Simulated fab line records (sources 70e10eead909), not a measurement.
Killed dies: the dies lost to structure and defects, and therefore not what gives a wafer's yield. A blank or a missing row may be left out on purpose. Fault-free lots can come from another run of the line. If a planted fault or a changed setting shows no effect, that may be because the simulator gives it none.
What tool caused it? ; flow nand_harc ; 11 lots, 33 wafers sampled, at 6 steps of a route of 1159

WHAT THE GAUGES READ, wafer by wafer
NHARC_P_M1_INSPECT_27. Usual: raw_defect_count 321, standard deviation 120.
lot;measured;on;raw_defect_count;flag
L704;day 6 02:56;defect_inspect-02;219 362 275;
L706;day 6 18:13;defect_inspect-02;264 394 156;
L705;day 6 18:46;defect_inspect-02;321 470 383;
L707;day 6 20:34;defect_inspect-02;368 498 286;
L709;day 7 08:04;defect_inspect-01;226 830 342;
L713;day 8 19:05;defect_inspect-02;204 174 236;
L714;day 8 20:43;defect_inspect-01;233 287 287;
L716;day 9 15:41;defect_inspect-02;149 222 315;
L718;day 9 17:21;defect_inspect-01;210 274 146;
L723;day 11 04:58;defect_inspect-01;225 254 468;
L725;day 11 09:32;defect_inspect-01;432 258 326;

NHARC_P_M2_CD_MEAS_09: target cd 170 nm. Usual: cd_nm 170.1 nm, standard deviation 0.69.
lot;measured;on;cd_nm (nm);flag
L704;day 6 04:19;cd_sem-03;171.0 171.4 170.2;
L706;day 6 19:51;cd_sem-03;171.2 170.9 171.0;
L705;day 6 20:08;cd_sem-02;171.2 171.1 171.6;
L707;day 6 21:56;cd_sem-03;171.0 170.6 169.9;
L709;day 7 09:19;cd_sem-03;169.9 170.7 170.0;
L713;day 8 20:22;cd_sem-02;166.3 167.0 166.1 166.5 166.8 165.7;OFF
L714;day 8 22:06;cd_sem-01;170.6 169.6 170.0;
L716;day 9 17:05;cd_sem-03;166.3 165.8 165.8 166.7 165.8 165.6;OFF
L718;day 9 18:37;cd_sem-02;169.7 169.6 169.4;
L723;day 11 06:20;cd_sem-01;169.1 169.2 169.5;
L725;day 11 11:04;cd_sem-03;169.3 168.8 170.2;

NHARC_END_SORT_01. Usual: defect_limited_yield 95.6 %, standard deviation 1.4; killed_at_array 26, standard deviation 9; killed_at_other 0.8, standard deviation 1.2; killed_at_periphery 3.2, standard deviation 2.3; killed_dies 30, standard deviation 9.1; killed_open 3.5, standard deviation 2; killed_short 1.8, standard deviation 1.4; sort_bin_2_pct 1.4 %, standard deviation 0.59; sort_bin_3_pct 0.25 %, standard deviation 0.22; sort_bin_4_pct 2.8 %, standard deviation 0.91; sort_n_pass 647, standard deviation 9.1; sort_rim_yield_pct 95.4 %, standard deviation 3; sort_yield_pct 95.6 %, standard deviation 1.4.
lot;measured;on;defect_limited_yield (%);killed_at_array;killed_at_other;killed_at_periphery;killed_dies;killed_open;killed_short;sort_bin_2_pct (%);sort_bin_3_pct (%);sort_bin_4_pct (%);sort_n_pass;sort_rim_yield_pct (%);sort_yield_pct (%);flag
L706;day 19 23:25;prober-01;95.7 96.6 97.2;25 20 17;1 0 0;3 3 2;29 23 19;3 6 1;2 3 1;1.2 1.2 0.4;0.15 0.15 0;3.0 2.1 2.4;648 654 658;97.2 98.1 100.0;95.7 96.6 97.2;
L713;day 21 11:17;prober-01;96.0 96.0 96.3;24 17 22;1 4 1;2 6 2;27 27 25;1 6 3;2 2 2;1.3 1.8 1.5;0 0 0.15;2.7 2.2 2.1;650 650 652;92.5 94.3 95.3;96.0 96.0 96.3;
L716;day 23 09:38;prober-01;94.5 93.2 93.9;36 45 41;0 0 0;1 1 0;37 46 41;3 2 2;2 4 2;2.2 2.1 1.8;0 0.30 0.74;3.2 4.4 3.5;640 631 636;96.2 91.5 93.4;94.5 93.2 93.9;
L718;day 23 04:27;prober-02;97.5 97.8 97.6;15 9 13;0 0 1;2 6 2;17 15 16;7 1 2;2 2 3;0.4 1.0 0.4;0 0.15 0.30;2.1 1.0 1.6;660 662 661;98.1 99.1 97.2;97.5 97.8 97.6;

WHICH TOOL RAN EACH LOT (tool, then ch and the chambers of the sampled wafers, then the start)
lot;NHARC_P_M1_PVD_21;NHARC_P_M1_PRE_CLEAN_32;NHARC_P_M2_PEB_07
L704;pvd_sputter-01, day 6 02:56 or earlier;pecvd-02 ch 1,2, day 6 03:00;litho_track-04 ch 0, day 6 04:14
L706;pvd_sputter-03, day 6 18:13 or earlier;pecvd-04 ch 0,2, day 6 18:29;litho_track-01 ch 0, day 6 19:46
L705;pvd_sputter-02, day 6 18:46 or earlier;pecvd-02 ch 0,2, day 6 18:50;litho_track-01 ch 0, day 6 20:03
L707;pvd_sputter-03, day 6 20:34 or earlier;pecvd-03 ch 0,1,2, day 6 20:38;litho_track-06 ch 0, day 6 21:52
L709;pvd_sputter-02, day 7 08:04 or earlier;pecvd-02 ch 0,1,2, day 7 08:10;litho_track-04 ch 0, day 7 09:14
L713;pvd_sputter-02, day 8 19:05 or earlier;pecvd-02 ch 0,2, day 8 19:10;litho_track-04 ch 0, day 8 20:17
L714;pvd_sputter-03, day 8 20:43 or earlier;pecvd-02 ch 1,2, day 8 20:47;litho_track-06 ch 0, day 8 22:01
L716;pvd_sputter-01, day 9 15:41 or earlier;pecvd-02 ch 0,2, day 9 15:46;litho_track-04 ch 0, day 9 17:01
L718;pvd_sputter-01, day 9 17:21 or earlier;pecvd-02 ch 1,2, day 9 17:26;litho_track-06 ch 0, day 9 18:32
L723;pvd_sputter-01, day 11 04:58 or earlier;pecvd-03 ch 0,2, day 11 05:03;litho_track-06 ch 0, day 11 06:15
L725;pvd_sputter-03, day 11 09:32 or earlier;pecvd-03 ch 0,1, day 11 09:36;litho_track-06 ch 0, day 11 10:59
- NHARC_P_M1_PVD_21: deposits Cu, target thk 30 nm, time 20.49 s.
- NHARC_P_M1_PRE_CLEAN_32: time 12 s.
- NHARC_P_M2_PEB_07: peb time 65 s.

WHAT THE TOOLS THEMSELVES READ (means of the sampled wafers that have a number; where no wafer has one, the mark that the record gives instead)
NHARC_P_M1_PVD_21. Usual: throttle_valve_pct 30.3 %, standard deviation 0.83.
lot;tool;throttle_valve_pct (%);flag
L704;pvd_sputter-01;30.0;
L706;pvd_sputter-03;30.1;
L705;pvd_sputter-02;30.0;
L707;pvd_sputter-03;30.5;
L709;pvd_sputter-02;29.8;
L713;pvd_sputter-02;30.2;
L714;pvd_sputter-03;30.2;
L716;pvd_sputter-01;29.2;
L718;pvd_sputter-01;29.8;
L723;pvd_sputter-01;30.0;
L725;pvd_sputter-03;30.6;

NHARC_P_M1_PRE_CLEAN_32. Usual: heater_power_outer_w 379 W, standard deviation 41; heater_power_w 640 W, standard deviation 48; rf_fwd_power_W 292.7 W, standard deviation 0.8; susceptor_temp_C 370.00 C, standard deviation 0.21.
lot;tool;heater_power_outer_w (W);heater_power_w (W);rf_fwd_power_W (W);susceptor_temp_C (C);flag
L704;pecvd-02;397;643;293.0;369.94;
L706;pecvd-04;369;632;292.2;370.07;
L705;pecvd-02;399;636;293.1;369.79;
L707;pecvd-03;349;638;292.8;369.97;
L709;pecvd-02;425;669;292.3;369.90;
L713;pecvd-02;444;722;293.0;369.85;
L714;pecvd-02;390;620;292.4;369.98;
L716;pecvd-02;362;625;292.9;369.71;
L718;pecvd-02;412;660;292.3;370.14;
L723;pecvd-03;322;611;292.1;370.02;
L725;pecvd-03;359;652;293.2;370.11;

NHARC_P_M2_PEB_07. Usual: heater_power_total_W 156.6 W, standard deviation 0.4; resist_line_temp_C 23.00 C, standard deviation 0.098.
lot;tool;heater_power_total_W (W);resist_line_temp_C (C);flag
L704;litho_track-04;156.4;22.99;
L706;litho_track-01;157.2;22.99;
L705;litho_track-01;156.9;22.96;
L707;litho_track-06;156.8;22.91;
L709;litho_track-04;156.6;23.00;
L713;litho_track-04;167.5;22.93;OFF
L714;litho_track-06;156.2;23.07;
L716;litho_track-04;167.7;22.94;OFF
L718;litho_track-06;156.8;23.14;
L723;litho_track-06;156.6;22.97;
L725;litho_track-06;157.0;23.00;

THE ANSWER, worked out from the rows above alone
Rule: a lot is off if the mean of its wafers that have a number lies more than 3 standard deviations from the usual mean. Also off: a lot with no number at a reading for which 4 or more lots have one. Any other lot the step has rows for is counted as sound. First the gauges in route order, then the tools' own readings, where a lot's mean is used as printed above. The first step at which some lot is off is used, and at that step the reading that is off furthest; a lot without a number counts as furthest.
Off at NHARC_P_M2_CD_MEAS_09 (cd_nm): L713, L716.
If a tool, at a process step before that reading, ran all the lots that are off and no sound lot after the first of them, it fits. The gauges at NHARC_P_M2_CD_MEAS_09 aren't tried: what is off there is off at NHARC_P_M2_PEB_07 too, on other tools, and a gauge's error can't cause that. NHARC_P_M1_PVD_21: start missing for some lots; hours and lot order therefore follow NHARC_P_M1_INSPECT_27. One fits: litho_track-04 at NHARC_P_M2_PEB_07. Its last sound lot is L709 (day 7 09:14), its first lot that is off L713 (day 8 20:17): a fault that began between those two fits.
On the lots that are off, the tool's own readings at NHARC_P_M2_PEB_07 differ by more than 5 times the standard deviation of the sound lots' means, which bears it out; heater_power_total_W reads 167.6 W there versus 156.7 W on the sound lots.

WHAT THE SIMULATOR HAD INSERTED
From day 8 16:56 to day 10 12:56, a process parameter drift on litho_track-04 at NHARC_P_M2_PEB_07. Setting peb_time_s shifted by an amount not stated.
Shown lots that were struck: L713, L716. The rule given above showed the same thing.
